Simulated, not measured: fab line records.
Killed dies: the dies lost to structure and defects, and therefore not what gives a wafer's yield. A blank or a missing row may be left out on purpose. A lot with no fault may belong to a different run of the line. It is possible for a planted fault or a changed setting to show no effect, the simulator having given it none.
fab line records + flow n5Finfet + part 2 of 2: steps 25 to 30 of 30
record:
- lots: 5
- wafers: 15
- lastDay: 16
route steps=1938 shown SD_EPI_N@287 SD_EPI_P@295
lots untouched by any fault: they come from a run of this same line in which no faults occurred
startH: start of the lot's first displayed wafer, in hours after the record's first day + waitH: how many hours have passed since the lot's step before this one + " the same as in the row above + L1.1+2: one row covering several wafers at once + - no value present, or no start provided + * or withheld: withheld + < > ~ a bound
route shown NAME@n: a module of which the file shows steps, and the number in the route of the first + usual: mean and standard deviation over wafers with no fault + same: alike in all rows + chamber/n: place in a boat + sites: each site's reading + _std_site: standard deviation of those values + _edge_site: mean of outer sites minus mean of inner sites + radiusMm: for every site, how far away it sits from the centre of the wafer + mask NAME#n: copy n + behind: the last tool/chamber to shape the wafer + hold: why the lot went on hold/how many hours it stayed there/how the hold came to an end + device: which transistor (n, p or np) failed to switch + end of line: the route-end tests of the same wafers + for a step that has no rows: nothing shown but its recipe + killed: the dies lost at the first sort to structure and to defects; this is not the yield of the wafer + map: per-die view of a wafer (x killed, . not killed, _ where there is no die)
set.NAME: the setting that was run; set.NAME@STEP: the one run at that earlier step + model.NAME: the simulator's own value behind a step, which no gauge read
certain route steps with their lots: each step a table, each wafer a row
services: a tool's chamber out of use, with start hour (startH, from the record's first day; less than 0 if before it), hours out, and reason
== steps ==
step: N5_SD_EPI_P_ETCH_47
recipe:
- chemistry: CH3F/O2
- target: SiOCN
- targetDepthA: 250
- maskMaterial: SOC
- ionEnergyEv: 60
- biasW: 29
- pressureMtorr: 30
- sourceW: 410
- Ar_flow_sccm: 150
- CH3F_flow_sccm: 30
- O2_flow_sccm: 20
usual:
- O2_flow_sccm: 20.01/0.062
- drypumpMotorCurrentA: 5.8/0.43
- mfcArSccm: 150.0/0.43
- oes_ar_750_au: 0.75/0.062
- oes_o_777_au: 0.75/0.064
- oesProductAu: 0.75/0.067
- rfVppV: 127.0/1.4
- showerheadPlenumPTorr: 1.98/0.066
- throttleValvePct: 16.31/0.24
| lot.wafer | tool       | chamber | startH | waitH | O2_flow_sccm | drypumpMotorCurrentA | mfcArSccm | oes_ar_750_au | oes_o_777_au | oesProductAu | rfHoursCounterH | rfVppV | showerheadPlenumPTorr | throttleValvePct |
|-----------|------------|---------|--------|-------|--------------|----------------------|-----------|---------------|--------------|--------------|-----------------|--------|-----------------------|------------------|
| L080.1    | rieDiel-04 | 0       | 94.16  | 0.1   | 19.99        | 5.6                  | 150.5     | 0.72          | 0.72         | 0.72         | 178             | 127.1  | 1.99                  | 16.58            |
| L080.2    | "          | 2       | "      | "     | 19.95        | 5.7                  | 150.6     | 0.71          | 0.70         | 0.69         | 223             | 125.9  | 1.98                  | 16.54            |
| L080.4    | "          | 1       | "      | "     | 20.02        | 6.1                  | 150.4     | 0.78          | 0.78         | 0.78         | 133             | 130.6  | 2.09                  | 16.18            |
| L085.2    | rieDiel-04 | 2       | 122.99 | 0.1   | 19.97        | 5.7                  | 149.1     | 0.70          | 0.70         | 0.69         | 231             | 125.7  | 1.98                  | 16.57            |
| L085.4    | "          | 0       | "      | "     | 20.05        | 5.6                  | 149.8     | 0.71          | 0.71         | 0.71         | 185             | 126.3  | 1.99                  | 16.60            |
| L085.6    | "          | 0       | "      | "     | 20.02        | 5.6                  | 150.9     | 0.71          | 0.72         | 0.71         | -               | 126.5  | 1.99                  | 16.61            |
| L088.2    | rieDiel-02 | 0       | 140.07 | 0.1   | 19.92        | 5.7                  | 150.6     | 0.75          | 0.76         | 0.76         | 130             | 126.1  | 2.01                  | 16.53            |
| L088.3    | "          | 2       | "      | "     | 19.98        | 5.2                  | 149.6     | 0.68          | 0.69         | 0.68         | 249             | 127.5  | 1.96                  | 16.27            |
| L088.5    | "          | 0       | "      | "     | 19.96        | 5.7                  | 149.6     | 0.76          | 0.76         | 0.76         | -               | 125.8  | 2.01                  | 16.54            |
| L091.1    | rieDiel-03 | 3       | 158.08 | 0.1   | 19.97        | 6.2                  | 149.8     | 0.80          | 0.81         | 0.80         | 98              | 125.7  | 1.94                  | 16.29            |
| L091.3    | "          | 1       | "      | "     | 20.07        | 4.7                  | 149.4     | 0.68          | 0.68         | 0.66         | 248             | 128.2  | 2.06                  | 16.48            |
| L091.4    | "          | 0       | "      | "     | 20.01        | 6.1                  | 150.1     | 0.76          | 0.75         | 0.77         | 171             | 128.0  | 1.91                  | 16.48            |
| L093.2    | rieDiel-04 | 2       | 170.03 | 0.1   | 20.05        | 5.7                  | 150.4     | 0.69          | 0.68         | 0.67         | 245             | 124.6  | 1.97                  | 16.58            |
| L093.5    | "          | 3       | "      | "     | 20.04        | 5.8                  | 149.7     | 0.73          | 0.73         | 0.73         | -               | 125.1  | 1.98                  | 16.52            |
| L093.6    | "          | 0       | "      | "     | 19.97        | 5.5                  | 150.2     | 0.70          | 0.70         | 0.70         | -               | 128.0  | 1.98                  | 16.63            |
step: N5_SD_EPI_P_ETCH_16
recipe:
- chemistry: CHF3/O2
- target: SiO2
- targetDepthA: 50
- maskMaterial: SOC
- pressureMtorr: 30
- sourceW: 650
- biasW: 170
- Ar_flow_sccm: 200
- CHF3_flow_sccm: 50
- O2_flow_sccm: 5
- ionEnergyEv: 200
usual:
- O2_flow_sccm: 5.001/0.016
- drypumpMotorCurrentA: 5.8/0.42
- mfcArSccm: 200.0/0.57
- oes_ar_750_au: 0.75/0.062
- oes_o_777_au: 0.75/0.064
- oesProductAu: 0.75/0.067
- rfVppV: 522/5
- showerheadPlenumPTorr: 2.39/0.077
- throttleValvePct: 18.86/0.25
| lot.wafer | tool       | chamber | startH | waitH | O2_flow_sccm | drypumpMotorCurrentA | mfcArSccm | oes_ar_750_au | oes_o_777_au | oesProductAu | rfHoursCounterH | rfVppV | showerheadPlenumPTorr | throttleValvePct |
|-----------|------------|---------|--------|-------|--------------|----------------------|-----------|---------------|--------------|--------------|-----------------|--------|-----------------------|------------------|
| L080.1    | rieDiel-04 | 0       | 94.26  | 0.1   | 4.970        | 5.6                  | 199.8     | 0.72          | 0.72         | 0.73         | 178             | 524    | 2.40                  | 19.19            |
| L080.2    | "          | 2       | "      | "     | 5.014        | 5.7                  | 199.6     | 0.69          | 0.69         | 0.69         | 223             | 519    | 2.39                  | 19.10            |
| L080.4    | "          | 1       | "      | "     | 5.000        | 6.1                  | 200.6     | 0.78          | 0.77         | 0.78         | 133             | 531    | 2.52                  | 18.77            |
| L085.2    | rieDiel-04 | 2       | 123.09 | 0.1   | 5.011        | 5.7                  | 200.7     | 0.70          | 0.69         | 0.68         | 231             | 520    | 2.38                  | 19.12            |
| L085.4    | "          | 0       | "      | "     | 5.022        | 5.6                  | 200.3     | 0.71          | 0.71         | 0.72         | 185             | 524    | 2.39                  | 19.17            |
| L085.6    | "          | 0       | "      | "     | 5.028        | 5.6                  | 201.1     | 0.71          | 0.71         | 0.71         | -               | 524    | 2.39                  | 19.17            |
| L088.2    | rieDiel-02 | 0       | 140.17 | 0.1   | 5.018        | 5.7                  | 200.7     | 0.75          | 0.75         | 0.75         | 130             | 522    | 2.43                  | 19.12            |
| L088.3    | "          | 2       | "      | "     | 5.035        | 5.2                  | 201.0     | 0.69          | 0.69         | 0.67         | 250             | 521    | 2.37                  | 18.76            |
| L088.5    | "          | 0       | "      | "     | 5.019        | 5.7                  | 200.0     | 0.76          | 0.75         | 0.75         | -               | 519    | 2.43                  | 19.12            |
| L091.1    | rieDiel-03 | 3       | 158.18 | 0.1   | 4.989        | 6.2                  | 199.1     | 0.81          | 0.82         | 0.80         | 98              | 511    | 2.33                  | 18.87            |
| L091.3    | "          | 1       | "      | "     | 4.977        | 4.7                  | 199.9     | 0.68          | 0.67         | 0.66         | 248             | 525    | 2.47                  | 19.04            |
| L091.4    | "          | 0       | "      | "     | 4.990        | 6.1                  | 200.0     | 0.75          | 0.76         | 0.76         | 171             | 524    | 2.31                  | 19.03            |
| L093.2    | rieDiel-04 | 2       | 170.13 | 0.1   | 5.015        | 5.7                  | 201.9     | 0.69          | 0.67         | 0.67         | 245             | 521    | 2.38                  | 19.14            |
| L093.5    | "          | 3       | "      | "     | 5.007        | 5.8                  | 199.8     | 0.73          | 0.73         | 0.72         | -               | 523    | 2.38                  | 19.07            |
| L093.6    | "          | 0       | "      | "     | 5.014        | 5.6                  | 200.3     | 0.70          | 0.70         | 0.71         | -               | 524    | 2.39                  | 19.21            |
step: N5_SD_EPI_P_STRIP_50
recipe:
- chemistry: CHF3/O2
- resist: SiARC
- rfFrequencyHz: 6e+07
| lot.wafer  | tool       | chamber | startH | waitH |
|------------|------------|---------|--------|-------|
| L080.1+2+4 | rieDiel-04 | 0,2,1   | 94.30  | 0.0   |
| L085.2+4+6 | rieDiel-04 | 2,0,0   | 123.13 | 0.0   |
| L088.2+3+5 | rieDiel-02 | 0,2,0   | 140.21 | 0.0   |
| L091.1+3+4 | rieDiel-03 | 3,1,0   | 158.22 | 0.0   |
| L093.2+5+6 | rieDiel-04 | 2,3,0   | 170.17 | 0.0   |
step: N5_SD_EPI_P_SD_RECESS_17
recipe:
- chemistry: HBr/Cl2/O2
- targetDepthA: 391
- btTimeS: 3
- pressureMtorr: 10
- icpW: 800
- biasW: 112
- HBr_flow_sccm: 150
- Cl2_flow_sccm: 80
- O2_flow_sccm: 12
usual:
- O2_flow_sccm: 12.01/0.038
- drypumpMotorCurrentA: 5.6/0.39
- oes_o_777_au: 0.990/0.015
- oesProductAu: 0.992/0.014
- throttleValvePct: 37.0/0.32
| lot.wafer | tool     | chamber | startH | waitH | O2_flow_sccm | drypumpMotorCurrentA | oes_o_777_au | oesProductAu | rfHoursCounterH | throttleValvePct |
|-----------|----------|---------|--------|-------|--------------|----------------------|--------------|--------------|-----------------|------------------|
| L080.1    | rieSi-02 | 0       | 94.34  | 0.0   | 12.04        | 5.2                  | 0.985        | 1.002        | 12              | 37.0             |
| L080.2    | "        | 1       | "      | "     | 12.01        | 5.3                  | 0.972        | 0.972        | 8               | 37.4             |
| L080.4    | "        | 3       | "      | "     | 11.98        | 5.5                  | 0.982        | 0.975        | 180             | 37.0             |
| L085.2    | rieSi-04 | 2       | 123.16 | 0.0   | 12.05        | 5.7                  | 0.983        | 0.975        | 20              | 37.2             |
| L085.4    | "        | 1       | "      | "     | 12.02        | 6.2                  | 1.030        | 1.024        | 85              | 37.2             |
| L085.6    | "        | 0       | "      | "     | 12.02        | 6.0                  | 0.978        | 0.981        | -               | 36.6             |
| L088.2    | rieSi-04 | 3       | 140.24 | 0.0   | 12.00        | 5.8                  | 0.998        | 1.000        | 2               | 36.9             |
| L088.3    | "        | 2       | "      | "     | 12.01        | 5.8                  | 0.989        | 0.984        | 20              | 37.1             |
| L088.5    | "        | 3       | "      | "     | 11.98        | 5.8                  | 0.993        | 0.999        | -               | 36.9             |
| L091.1    | rieSi-03 | 0       | 158.25 | 0.0   | 12.03        | 5.4                  | 1.015        | 1.001        | 8               | 36.4             |
| L091.3    | "        | 3       | "      | "     | 11.99        | 5.2                  | 0.985        | 0.991        | 182             | 36.8             |
| L091.4    | "        | 1       | "      | "     | 12.06        | 5.4                  | 0.983        | 0.981        | 1               | 36.5             |
| L093.2    | rieSi-03 | 0       | 170.20 | 0.0   | 12.04        | 5.4                  | 0.993        | 1.002        | 9               | 36.4             |
| L093.5    | "        | 3       | "      | "     | 12.05        | 5.2                  | 0.988        | 0.988        | -               | 36.8             |
| L093.6    | "        | 0       | "      | "     | 12.01        | 5.4                  | 1.005        | 0.997        | -               | 36.4             |
step: N5_SD_EPI_P_WET_ETCH_45
recipe:
- chemistry: dHF
- dilution: withheld
- timeS: 10.7
- target: SiO2
- targetDepthA: 20
- tempC: 25
- dry: ipaMarangoni
- rinseTimeS: 30
- rinseTempC: 23
| lot.wafer  | tool        | chamber | startH | waitH |
|------------|-------------|---------|--------|-------|
| L080.1+2+4 | wetBench-02 | 4,5,3   | 94.44  | 0.1   |
| L085.2+4+6 | wetBench-03 | 7,2,3   | 123.26 | 0.1   |
| L088.2+3+5 | wetBench-02 | 2,5,7   | 140.34 | 0.1   |
| L091.1+3+4 | wetBench-03 | 0,3,5   | 158.34 | 0.1   |
| L093.2+5+6 | wetBench-03 | 4,0,3   | 170.30 | 0.1   |
step: N5_SD_EPI_P_STRIP_40
recipe:
- chemistry: N2/H2
- powerW: 1000
- tempC: 250
- h2Frac: 0.65
- overashFraction: 0.3
- pressureMtorr: withheld
- n2FlowSccm: 1750
- h2FlowSccm: 3250
usual:
- drypumpMotorCurrentA: 5.6/0.44
- heaterPowerW: 315/66
- oesProductAu: 0.762/0.011
| lot.wafer | tool           | chamber | startH | waitH | drypumpMotorCurrentA | heaterPowerW | oesProductAu | rfHoursCounterH |
|-----------|----------------|---------|--------|-------|----------------------|--------------|--------------|-----------------|
| L080.1    | plasmaAsher-01 | 0       | 94.53  | 0.1   | 5.1                  | 325          | 0.742        | 41              |
| L080.2    | "              | 1       | "      | "     | 4.7                  | 367          | 0.777        | 41              |
| L080.4    | "              | 1       | "      | "     | 4.7                  | 369          | 0.745        | -               |
| L085.2    | plasmaAsher-02 | 1       | 123.31 | 0.0   | 6.0                  | 226          | 0.770        | 91              |
| L085.4    | "              | 0       | "      | "     | 5.7                  | 370          | 0.790        | -               |
| L085.6    | "              | 0       | "      | "     | 5.7                  | 373          | 0.777        | -               |
| L088.2    | plasmaAsher-02 | 0       | 140.67 | 0.3   | 5.7                  | 375          | 0.775        | 96              |
| L088.3    | "              | 1       | "      | "     | 6.0                  | 226          | 0.767        | -               |
| L088.5    | "              | 0       | "      | "     | 5.7                  | 371          | 0.749        | -               |
| L091.1    | plasmaAsher-02 | 0       | 158.50 | 0.1   | 5.7                  | 376          | 0.764        | 104             |
| L091.3    | "              | 1       | "      | "     | 6.0                  | 233          | 0.750        | -               |
| L091.4    | "              | 0       | "      | "     | 5.7                  | 376          | 0.767        | -               |
| L093.2    | plasmaAsher-02 | 0       | 170.35 | 0.0   | 5.7                  | 374          | 0.770        | 108             |
| L093.5    | "              | 1       | "      | "     | 6.0                  | 233          | 0.748        | -               |
| L093.6    | "              | 0       | "      | "     | 5.7                  | 380          | 0.775        | -               |
== services ==
| tool           | chamber | startH | hours | kind   |
|----------------|---------|--------|-------|--------|
| rieSi-04       | -       | 66.26  | 0.5   | repair |
| rieSi-02       | -       | 67.08  | 0.9   | repair |
| epiRpcvd-02    | -       | 67.37  | 0.4   | repair |
| wetBench-03    | -       | 69.50  | 1.9   | pm     |
| arfiScanner-03 | -       | 71.91  | 1.0   | pm     |
| arfiScanner-03 | -       | 74.02  | 0.3   | repair |
| epiRpcvd-01    | -       | 77.88  | 2.8   | pm     |
| aldSin-03      | -       | 85.29  | 14.0  | pm     |
| rieSi-04       | -       | 86.98  | 14.6  | pm     |
| wetBench-02    | -       | 89.82  | 1.7   | repair |
| plasmaAsher-02 | -       | 97.39  | 8.7   | pm     |
| wetBench-01    | -       | 102.91 | 3.2   | repair |
| plasmaAsher-02 | -       | 111.70 | 0.6   | repair |
| epiRpcvd-02    | -       | 111.95 | 1.8   | repair |
| epiRpcvd-04    | -       | 117.36 | 0.6   | repair |
| rieDiel-02     | 1       | 128.59 | 14.5  | repair |
| arfiScanner-01 | -       | 129.68 | 4.9   | pm     |
| arfiScanner-03 | -       | 139.65 | 0.8   | pm     |
| arfiScanner-01 | -       | 149.42 | 0.5   | repair |
| arfiScanner-01 | -       | 154.57 | 1.3   | pm     |
| rieSi-03       | -       | 156.26 | 0.4   | repair |
| arfiScanner-03 | -       | 163.99 | 0.4   | repair |
| arfiScanner-01 | -       | 165.04 | 1.0   | pm     |
| rieSi-04       | -       | 169.75 | 0.3   | repair |
